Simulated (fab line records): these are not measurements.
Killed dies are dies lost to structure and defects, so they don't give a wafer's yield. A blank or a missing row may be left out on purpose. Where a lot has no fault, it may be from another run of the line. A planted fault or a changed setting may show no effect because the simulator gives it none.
fab line records | flow n5_finfet
record: lots: 7 | wafers: 20 | last_day: 18
route steps=1938 shown HKMG_FIN@436 PASSIVATION@1936
lots that met no fault: from a run of the same line without faults
start_h: hours from the record's first day to the start of the lot's first wafer shown | wait_h: hours from the lot's prior step to this one | " identical to the entry in the row above | L1.1+2: a row that stands for several wafers | - no value, or no start was given | * or withheld: withheld | < > ~ a bound
route shown NAME@n: names a module that has steps shown in the file, with the first one's number in the route | usual: mean/standard deviation taken from wafers without a fault | same: alike in all rows | chamber/n: place in a boat | sites: readings site by site | _std_site: the values' standard deviation | _edge_site: mean of outer sites minus mean of inner sites | radius_mm: for every site, how far away it sits from the centre of the wafer | mask NAME#n: copy n | behind: the last tool/chamber to shape the wafer | hold: why the lot went on hold/how many hours it stayed there/how the hold came to an end | device: the transistor (n, p or np) that didn't switch | end of line: at the end of the route, the tests of the same wafers | for a step that has no rows: nothing shown but its recipe | killed: not the wafer's yield, but the dies lost to structure and defects at the first sort | map: dies across one wafer; x = killed, . = not, _ = none there
set.NAME: the setting that was run; set.NAME@STEP: the one run at that earlier step | model.NAME: the simulator's own value behind a step, which no gauge read
a table for each step, a row for each wafer; lots at some steps of the route
services: a tool's chamber out of use, with start hour (start_h, from the record's first day; less than 0 if before it), hours out, and reason
== steps ==
step: N5_HKMG_FIN_STRIP_33
recipe: chemistry: N2/H2 | temp_c: 40 | n2_flow_sccm: 200 | h2_flow_sccm: 200 | rf_frequency_hz: 6e+07
step: N5_HKMG_FIN_STRIP_34
recipe: chemistry: CF4 | resist: SiARC | power_w: 300 | bias_power_w: 75 | pressure_mtorr: 50 | cf4_flow_sccm: 150 | rf_frequency_hz: 6e+07
usual: drypump_motor_current_A: 5.7/0.41 | oes_product_au: 0.78/0.045 | rf_fwd_power_W: 293.5/1.5 | rf_vpp_V: 270.8/1.5 | showerhead_plenum_p_Torr: 1.78/0.052 | throttle_valve_pct: 13.56/0.17
lot.wafer | tool        | chamber | start_h | wait_h | drypump_motor_current_A | oes_product_au | rf_fwd_power_W | rf_hours_counter_h | rf_vpp_V | showerhead_plenum_p_Torr | throttle_valve_pct
L139.2    | rie_diel-04 | 1       | 105.53  | 0.0    | 5.8                     | 0.80           | 292.6          | 108                | 270.1    | 1.81                     | 13.44
L139.3    | "           | 0       | "       | "      | 5.6                     | 0.70           | 293.5          | 217                | 268.1    | 1.70                     | 13.57
L139.4    | "           | 1       | "       | "      | 5.8                     | 0.79           | 291.8          | -                  | 272.3    | 1.80                     | 13.44
L141.1    | rie_diel-04 | 3       | 121.38  | 0.0    | 5.6                     | 0.73           | -              | 178                | 272.1    | 1.88                     | 13.71
L141.2    | "           | 1       | "       | "      | 5.8                     | 0.79           | 291.7          | 115                | 273.0    | 1.80                     | 13.44
L141.5    | "           | 0       | "       | "      | 5.6                     | 0.69           | 293.4          | -                  | 270.8    | 1.69                     | 13.61
L149.4    | rie_diel-02 | 1       | 164.94  | 0.0    | 5.2                     | 0.76           | 292.7          | 120                | 272.1    | 1.78                     | 13.37
L149.5    | "           | 1       | "       | "      | 5.2                     | 0.75           | 292.8          | -                  | 271.3    | 1.78                     | 13.39
L150.3    | rie_diel-02 | 0       | 171.62  | 0.0    | 6.1                     | 0.78           | 292.1          | 120                | 270.9    | 1.73                     | 13.64
L150.5    | "           | 3       | "       | "      | 4.8                     | 0.84           | 293.6          | -                  | 271.4    | 1.82                     | 13.48
L150.6    | "           | 0       | "       | "      | 6.1                     | 0.78           | 294.4          | -                  | 268.9    | 1.73                     | 13.63
L151.1    | rie_diel-01 | 3       | 176.51  | 0.0    | 5.4                     | 0.76           | 294.5          | 129                | 270.9    | 1.74                     | 13.76
L151.2    | "           | 2       | "       | "      | 5.6                     | 0.79           | 295.1          | 90                 | 272.5    | 1.81                     | 13.42
L151.3    | "           | 1       | "       | "      | 5.7                     | 0.79           | 292.5          | 96                 | 270.4    | 1.74                     | 13.39
L155.1    | rie_diel-04 | 3       | 206.29  | 0.0    | 5.6                     | 0.70           | 295.8          | 206                | 271.4    | 1.87                     | 13.79
L155.2    | "           | 2       | "       | "      | 4.8                     | 0.87           | 293.5          | 26                 | 271.9    | 1.83                     | 13.52
L155.3    | "           | 1       | "       | "      | 5.8                     | 0.77           | 293.7          | 141                | 271.7    | 1.80                     | 13.52
L156.1    | rie_diel-02 | 2       | 206.97  | 0.0    | 5.8                     | 0.79           | -              | 109                | 273.0    | 1.89                     | 13.51
L156.2    | "           | 3       | "       | "      | 4.9                     | 0.83           | 292.7          | 55                 | 272.2    | 1.81                     | 13.51
L156.4    | "           | 0       | "       | "      | 6.1                     | 0.77           | 291.5          | 132                | 271.0    | 1.73                     | 13.65
step: N5_HKMG_FIN_ETCH_35
recipe: chemistry: N2/H2 | target: SOC | target_depth_a: 2158 | ion_energy_ev: 65 | bias_w: 5 | source_w: 3000 | time_s: 243.4 | pressure_mtorr: 30 | n2_flow_sccm: 200 | h2_flow_sccm: 200
usual: drypump_motor_current_A: 5.7/0.41 | oes_product_au: 0.79/0.047 | rf_fwd_power_W: 2991/10 | rf_vpp_V: 141.4/0.97 | showerhead_plenum_p_Torr: 2.52/0.088 | throttle_valve_pct: 17.84/0.23
same: time_s: 243.4
lot.wafer | tool        | chamber | start_h | wait_h | drypump_motor_current_A | oes_product_au | rf_fwd_power_W | rf_hours_counter_h | rf_vpp_V | showerhead_plenum_p_Torr | throttle_valve_pct
L139.2    | rie_diel-04 | 1       | 105.55  | 0.0    | 5.8                     | 0.80           | 2968           | 108                | 141.4    | 2.56                     | 17.71
L139.3    | "           | 0       | "       | "      | 5.5                     | 0.73           | 2981           | 217                | 140.9    | 2.43                     | 18.00
L139.4    | "           | 1       | "       | "      | 5.8                     | 0.80           | 2980           | -                  | 142.5    | 2.56                     | 17.71
L141.1    | rie_diel-04 | 3       | 121.40  | 0.0    | 5.6                     | 0.73           | 3003           | 178                | 142.6    | 2.63                     | 17.88
L141.2    | "           | 1       | "       | "      | 5.8                     | 0.80           | 2986           | 115                | 143.1    | 2.56                     | 17.70
L141.5    | "           | 0       | "       | "      | 5.5                     | 0.73           | 2982           | -                  | 140.4    | 2.43                     | 18.04
L149.4    | rie_diel-02 | 1       | 164.96  | 0.0    | 5.2                     | 0.77           | 2997           | 120                | 141.4    | 2.55                     | 17.88
L149.5    | "           | 1       | "       | "      | 5.2                     | 0.77           | 2985           | -                  | 142.4    | 2.55                     | 17.86
L150.3    | rie_diel-02 | 0       | 171.64  | 0.0    | 6.1                     | 0.79           | 2981           | 120                | 140.2    | 2.43                     | 17.80
L150.5    | "           | 3       | "       | "      | 4.9                     | 0.86           | 2977           | -                  | 141.1    | 2.62                     | 18.01
L150.6    | "           | 0       | "       | "      | 6.1                     | 0.80           | 2987           | -                  | 141.0    | 2.43                     | 17.81
L151.1    | rie_diel-01 | 3       | 176.53  | 0.0    | 5.5                     | 0.77           | 2986           | 129                | 141.0    | 2.47                     | 18.13
L151.2    | "           | 2       | "       | "      | 5.7                     | 0.80           | 3005           | 90                 | 141.2    | 2.57                     | 17.68
L151.3    | "           | 1       | "       | "      | 5.8                     | 0.79           | 2994           | 96                 | 141.8    | 2.44                     | 17.44
L155.1    | rie_diel-04 | 3       | 206.31  | 0.0    | 5.7                     | 0.71           | 2994           | 206                | 141.9    | 2.62                     | 17.95
L155.2    | "           | 2       | "       | "      | 4.7                     | 0.90           | 2984           | 26                 | 142.7    | 2.62                     | 18.10
L155.3    | "           | 1       | "       | "      | 5.8                     | 0.76           | 3006           | 141                | 139.8    | 2.55                     | 17.76
L156.1    | rie_diel-02 | 2       | 206.99  | 0.0    | 5.8                     | 0.75           | 3001           | 109                | 142.5    | 2.69                     | 18.00
L156.2    | "           | 3       | "       | "      | 4.9                     | 0.86           | 3009           | 55                 | 142.7    | 2.62                     | 18.03
L156.4    | "           | 0       | "       | "      | 6.2                     | 0.78           | 2992           | 132                | 139.3    | 2.43                     | 17.84
step: N5_HKMG_FIN_STRIP_92
recipe: chemistry: N2/H2 | material: SOC | time_s: 20 | power_w: 500 | temp_c: 40 | pressure_mtorr: 50 | rf_frequency_hz: 6e+07 | bias_power_w: 8 | h2_frac: 0.5 | n2_flow_sccm: 300 | h2_flow_sccm: 300
step: N5_HKMG_FIN_WET_ETCH_18
recipe: chemistry: SC1 | target: TiN | mix: 1:1:5 | temp_c: * | time_s: 55 | target_depth_nm: 5.2 | dry: ipa_marangoni | rinse_time_s: 30 | rinse_temp_c: 23
step: N5_HKMG_FIN_STRIP_19
recipe: chemistry: N2/H2 | power_w: 2500 | temp_c: 300 | h2_frac: 0.65 | time_s: 360 | pressure_mtorr: withheld | n2_flow_sccm: 1750 | h2_flow_sccm: 3250
step: N5_HKMG_FIN_ALD_91
recipe: material: TiN | target_thk_a: 10 | temp_c: 400 | ald_precursor_family: TiCl4 | ald_co_reactant: NH3 | pulse_time_s: 1 | purge_time_s: 3 | co_reactant_purge_time_s: 2 | co_reactant_pulse_time_s: 2 | ald_cycles: 47 | pressure_torr: 3
step: N5_HKMG_FIN_COAT_85
recipe: resist: SOC | temp_c: 250 | time_s: 60 | spin_rpm: 1500 | resist_thk_nm: 300
step: N5_HKMG_FIN_ETCH_86
recipe: chemistry: N2/H2 | target: SOC | target_depth_a: 3932 | stop_on: TiN | ion_energy_ev: 100 | bias_w: 61 | pressure_mtorr: 30 | source_w: 850 | n2_flow_sccm: 200 | h2_flow_sccm: 200
usual: drypump_motor_current_A: 5.5/0.45 | oes_product_au: 0.78/0.066 | rf_fwd_power_W: 843.1/2.9 | rf_vpp_V: 240.9/1.3 | showerhead_plenum_p_Torr: 2.56/0.091 | throttle_valve_pct: 17.89/0.19
lot.wafer | tool        | chamber | start_h | wait_h | drypump_motor_current_A | oes_product_au | rf_fwd_power_W | rf_hours_counter_h | rf_vpp_V | showerhead_plenum_p_Torr | throttle_valve_pct
L139.2    | rie_diel-02 | 0       | 106.56  | -      | 6.2                     | 0.80           | 842.9          | 98                 | 239.2    | 2.44                     | 17.74
L139.3    | "           | 3       | "       | "      | 4.9                     | 0.89           | 842.9          | 23                 | 242.2    | 2.63                     | 17.96
L139.4    | "           | 2       | "       | "      | 5.8                     | 0.81           | 840.2          | 75                 | 241.6    | 2.71                     | 17.91
L141.1    | rie_diel-02 | 0       | 122.42  | -      | 6.1                     | 0.80           | 842.4          | 103                | 238.6    | 2.44                     | 17.74
L141.2    | "           | 1       | "       | "      | 5.2                     | 0.77           | 840.1          | 106                | 240.6    | 2.56                     | 17.80
L141.5    | "           | 1       | "       | "      | 5.2                     | 0.77           | 838.4          | -                  | 241.4    | 2.56                     | 17.80
L149.4    | rie_diel-02 | 2       | 165.98  | -      | 5.8                     | 0.79           | 840.5          | 94                 | 243.6    | 2.70                     | 17.94
L149.5    | "           | 3       | "       | "      | 4.9                     | 0.85           | 845.1          | -                  | 239.6    | 2.62                     | 17.98
L150.3    | rie_diel-04 | 2       | 172.68  | -      | 4.8                     | 0.91           | 841.0          | 15                 | 240.4    | 2.63                     | 18.07
L150.5    | "           | 1       | "       | "      | 5.8                     | 0.78           | 841.0          | -                  | 240.3    | 2.55                     | 17.71
L150.6    | "           | 0       | "       | "      | 5.5                     | 0.68           | 840.8          | -                  | 238.9    | 2.42                     | 17.99
L151.1    | rie_diel-02 | 3       | 177.82  | -      | 4.9                     | 0.85           | 847.1          | 47                 | 240.4    | 2.62                     | 17.98
L151.2    | "           | 0       | "       | "      | 6.1                     | 0.78           | 842.6          | 122                | 241.2    | 2.43                     | 17.78
L151.3    | "           | 2       | "       | "      | 5.8                     | 0.79           | 843.6          | 99                 | 241.8    | 2.70                     | 17.96
L155.1    | rie_diel-04 | 1       | 207.33  | -      | 5.8                     | 0.76           | 840.6          | 142                | 241.9    | 2.55                     | 17.73
L155.2    | "           | 3       | "       | "      | 5.6                     | 0.71           | 846.4          | 206                | 242.2    | 2.62                     | 17.90
L155.3    | "           | 2       | "       | "      | 4.8                     | 0.89           | 843.7          | 26                 | 242.4    | 2.62                     | 18.08
L156.1    | rie_diel-04 | 3       | 208.01  | -      | 5.7                     | 0.71           | 848.0          | 207                | 241.5    | 2.62                     | 17.90
L156.2    | "           | 2       | "       | "      | 4.8                     | 0.88           | 843.7          | 27                 | 241.4    | 2.62                     | 18.09
L156.4    | "           | 2       | "       | "      | 4.8                     | 0.89           | 844.6          | -                  | 241.1    | 2.62                     | 18.08
step: N5_HKMG_FIN_STRIP_89
recipe: chemistry: N2/H2 | material: SOC | time_s: 20 | power_w: 500 | temp_c: 40 | pressure_mtorr: 50 | rf_frequency_hz: 6e+07 | bias_power_w: 8 | h2_frac: 0.5 | n2_flow_sccm: 300 | h2_flow_sccm: 300
step: N5_HKMG_FIN_WET_ETCH_87
recipe: chemistry: SC1 | target: TiN | mix: 1:2:40 | temp_c: 50 | time_s: 154.2 | target_depth_nm: 4.7 | dry: ipa_marangoni | rinse_time_s: 30 | rinse_temp_c: 23
step: N5_HKMG_FIN_STRIP_88
recipe: chemistry: N2/H2 | power_w: 2500 | temp_c: 300 | h2_frac: 0.65 | time_s: 360 | pressure_mtorr: withheld | n2_flow_sccm: 1750 | h2_flow_sccm: 3250
usual: drypump_motor_current_A: 5.6/0.33 | heater_power_w: 457/16
same: time_s: 360
lot.wafer | tool            | chamber | start_h | wait_h | drypump_motor_current_A | heater_power_w | rf_hours_counter_h
L139.2    | plasma_asher-02 | 1       | 106.82  | 0.0    | 5.5                     | 441            | 43
L139.3    | "               | 0       | "       | "      | 5.3                     | 486            | -
L139.4    | "               | 1       | "       | "      | 5.5                     | 437            | -
L141.1    | plasma_asher-01 | 0       | 122.69  | 0.0    | 6.2                     | 472            | 97
L141.2    | "               | 1       | "       | "      | 5.7                     | 441            | 97
L141.5    | "               | 0       | "       | "      | 6.2                     | 462            | -
L149.4    | plasma_asher-02 | 1       | 166.35  | 0.1    | 5.5                     | 443            | -
L149.5    | "               | 0       | "       | "      | 5.3                     | 484            | -
L150.3    | plasma_asher-02 | 0       | 173.05  | 0.1    | 5.3                     | 469            | -
L150.5    | "               | 0       | "       | "      | 5.3                     | 479            | -
L150.6    | "               | 1       | "       | "      | 5.5                     | 438            | -
L151.1    | plasma_asher-02 | 1       | 178.07  | 0.0    | 5.5                     | 445            | 52
L151.2    | "               | 0       | "       | "      | 5.3                     | 483            | 52
L151.3    | "               | 1       | "       | "      | 5.5                     | 439            | -
L155.1    | plasma_asher-01 | 1       | 207.58  | 0.0    | 5.7                     | 448            | 115
L155.2    | "               | 0       | "       | "      | 6.2                     | 456            | 115
L155.3    | "               | 1       | "       | "      | 5.6                     | 439            | -
L156.1    | plasma_asher-02 | 1       | 208.26  | 0.0    | 5.5                     | 432            | 60
L156.2    | "               | 0       | "       | "      | 5.3                     | 484            | 60
L156.4    | "               | 1       | "       | "      | 5.5                     | 442            | -
step: N5_HKMG_FIN_NWFM_ALD_20
recipe: material: TiAlC | target_thk_a: 20 | temp_c: 300 | ald_precursor_family: TiCl4 | ald_co_reactant: TEA | pulse_time_s: 3 | purge_time_s: 2 | co_reactant_purge_time_s: 2 | co_reactant_pulse_time_s: 10 | ald_cycles: 7 | pressure_torr: 3
usual: ald_cycles: 7/0 | heater_power_w: 499/55 | precursor_pulse_height_rel: 1.000/0.022
same: co_reactant_purge_time_s: 2 | pulse_time_s: 3
lot.wafer | tool         | chamber | start_h | wait_h | ald_cycles | heater_power_w | precursor_pulse_height_rel | model.TiAlC_of_HKMG_FIN_NWFM_ALD_20.thk_nm
L139.2    | ald_metal-03 | 1       | 107.20  | 0.3    | 7          | 479            | 1.028                      | 2
L139.3    | "            | 0       | "       | "      | 7          | 497            | 0.991                      | 2
L139.4    | "            | 3       | "       | "      | 7          | 507            | 1.003                      | 2
L141.1    | ald_metal-04 | 1       | 123.07  | 0.3    | 7          | 547            | 0.989                      | 2
L141.2    | "            | 3       | "       | "      | 7          | 406            | 1.002                      | 2
L141.5    | "            | 2       | "       | "      | 7          | 618            | 1.017                      | 2
L149.4    | ald_metal-04 | 3       | 166.62  | 0.2    | 7          | 417            | 0.996                      | 2
L149.5    | "            | 2       | "       | "      | 4          | 616            | 0.971                      | 1.2
L150.3    | ald_metal-04 | 1       | 173.32  | 0.1    | 7          | 548            | 1.001                      | 2
L150.5    | "            | 0       | "       | "      | 4          | 533            | 0.993                      | 1.2
L150.6    | "            | 3       | "       | "      | 7          | 422            | 1.010                      | 2
L151.1    | ald_metal-04 | 1       | 178.46  | 0.3    | 7          | 540            | 0.966                      | 2
L151.2    | "            | 0       | "       | "      | 4          | 538            | 0.965                      | 1.2
L151.3    | "            | 2       | "       | "      | 7          | 605            | 0.967                      | 2
L155.1    | ald_metal-03 | 1       | 207.96  | 0.3    | 7          | 477            | 1.010                      | 2
L155.2    | "            | 2       | "       | "      | 7          | 445            | 1.002                      | 2
L155.3    | "            | 3       | "       | "      | 7          | 520            | 1.011                      | 2
L156.1    | ald_metal-02 | 2       | 208.65  | 0.3    | 7          | 463            | 1.016                      | 2
L156.2    | "            | 1       | "       | "      | 7          | 527            | 1.000                      | 2
L156.4    | "            | 3       | "       | "      | 7          | 416            | 0.994                      | 2
step: N5_HKMG_FIN_ALD_71
recipe: material: TiN | target_thk_a: 10 | temp_c: 400 | ald_precursor_family: TiCl4 | ald_co_reactant: NH3 | pulse_time_s: 1 | purge_time_s: 3 | co_reactant_purge_time_s: 2 | co_reactant_pulse_time_s: 2 | ald_cycles: 47 | pressure_torr: 3
usual: ald_cycles: 47/0 | heater_power_w: 890/98 | precursor_pulse_height_rel: 0.999/0.018
same: co_reactant_purge_time_s: 2 | pulse_time_s: 1
lot.wafer | tool         | chamber | start_h | wait_h | ald_cycles | heater_power_w | precursor_pulse_height_rel
L139.2    | ald_metal-03 | 1       | 107.30  | 0.0    | 47         | 839            | 1.012
L139.3    | "            | 0       | "       | "      | 47         | 907            | 0.985
L139.4    | "            | 3       | "       | "      | 47         | 920            | 1.020
L141.1    | ald_metal-04 | 1       | 123.17  | 0.0    | 47         | 981            | 1.001
L141.2    | "            | 3       | "       | "      | 47         | 733            | 0.966
L141.5    | "            | 2       | "       | "      | 47         | 1058           | 0.941
L149.4    | ald_metal-04 | 3       | 166.72  | 0.0    | 47         | 731            | 0.966
L149.5    | "            | 2       | "       | "      | 47         | 1067           | 1.027
L150.3    | ald_metal-04 | 1       | 173.42  | 0.0    | 47         | 950            | 0.983
L150.5    | "            | 0       | "       | "      | 47         | 942            | 0.989
L150.6    | "            | 3       | "       | "      | 47         | 743            | 1.025
L151.1    | ald_metal-04 | 1       | 178.56  | 0.0    | 47         | 989            | 0.989
L151.2    | "            | 0       | "       | "      | 47         | 960            | 0.997
L151.3    | "            | 2       | "       | "      | 47         | 1100           | 1.016
L155.1    | ald_metal-03 | 1       | 208.06  | 0.0    | 47         | 841            | 1.008
L155.2    | "            | 2       | "       | "      | 47         | 785            | 1.017
L155.3    | "            | 3       | "       | "      | 47         | 939            | 0.976
L156.1    | ald_metal-02 | 2       | 208.75  | 0.0    | 47         | 837            | 0.983
L156.2    | "            | 1       | "       | "      | 47         | 958            | 1.000
L156.4    | "            | 3       | "       | "      | 47         | 759            | 1.017
step: N5_PASSIVATION_PROBE_49
usual: killed_at_M0_to_M3: 34/11 | killed_at_M4_up: 14/5.6 | killed_at_contacts: 13/5.9 | killed_at_front_end: 40/11 | killed_at_other: 4/3.1 | killed_dies: 105/16 | killed_open: 68/11 | killed_short: 34/8.4
same: gross_dies: 1180 | killed_at_back_side: 0
lot.wafer | tool      | chamber | start_h | wait_h | killed_at_M0_to_M3 | killed_at_M4_up | killed_at_contacts | killed_at_front_end | killed_at_other | killed_dies | killed_open | killed_short
L151.1    | prober-01 | -       | 402.73  | 0.0    | 33                 | 15              | 13                 | 38                  | 4               | 103         | 74          | 28
killed by level:class
L151.1 FIN_SAQP:geometric_particle:open=12 MOL_CONTACT_COAG:geometric_particle:open=11 BEOL_M0_SAQP:geometric_particle:open=11 FIN_SAQP:geometric_particle:short=6 BEOL_M0_SAQP:geometric_particle:short=6 BEOL_M1:geometric_particle:open=6 BEOL_M7:geometric_particle:open=5 DUMMY_GATE:geometric_particle:open=4
== services ==
tool            | chamber | start_h | hours | kind
rie_diel-04     | 3       | 85.35   | 15.4  | repair
rie_diel-01     | 3       | 89.17   | 31.4  | repair
ald_metal-03    | -       | 96.98   | 0.6   | repair
rie_diel-04     | 2       | 100.77  | -     | clean
rie_diel-04     | 2       | 100.77  | -     | consumable_replace:focus_ring
rie_diel-04     | 2       | 100.77  | 24.5  | scheduled_down
rie_diel-04     | 2       | 100.77  | 24.5  | vent_cycle
rie_diel-01     | -       | 116.22  | 0.3   | repair
rie_diel-04     | -       | 134.04  | 2.8   | pm
plasma_asher-02 | -       | 146.34  | 14.6  | repair
rie_diel-02     | 2       | 180.71  | 1.5   | repair
plasma_asher-01 | -       | 182.05  | 4.8   | repair
rie_diel-02     | 3       | 182.82  | 5.4   | repair
rie_diel-04     | 0       | 204.10  | -     | clean
rie_diel-04     | 0       | 204.10  | -     | consumable_replace:focus_ring
rie_diel-04     | 0       | 204.10  | -     | consumable_replace:showerhead
rie_diel-04     | 0       | 204.10  | 12.5  | scheduled_down
rie_diel-04     | 0       | 204.10  | 12.5  | vent_cycle
ald_metal-04    | -       | 205.36  | 2.8   | pm
rie_diel-01     | -       | 205.96  | 2.7   | repair
== key ==
first_sign: step: N5_HKMG_FIN_NWFM_ALD_20 | reading: ald_cycles | direction: down | sigmas: 99+ | usual: * | struck: *
effect none on later readings
model_effect: step: N5_HKMG_FIN_NWFM_ALD_20 | value: TiAlC_of_HKMG_FIN_NWFM_ALD_20.thk_nm | without: 2 | struck: 1.2
met_at N5_HKMG_FIN_NWFM_ALD_20
struck_wafers L149.5,L150.5,L151.2
tester_left_out L149,L150,L151
onset_between 123.07 166.62
fault: kind: process_parameter_drift | tool: ald_metal-04 | chamber: - | onset_h: 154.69 | steps: N5_HKMG_FIN_NWFM_ALD_20 | channel: ald_cycles | offset: * | shape: step | end_h: 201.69 | scope: struck_wafers_only | acts_in: * | stated: *
tester_left_out: of these lots the tester's yield and bins aren't shown, on N5 and GAA mostly nor the transistor test; their killed dies are dies lost to structure and defects alone, not to doping, threshold or leakage, so they don't give the yield
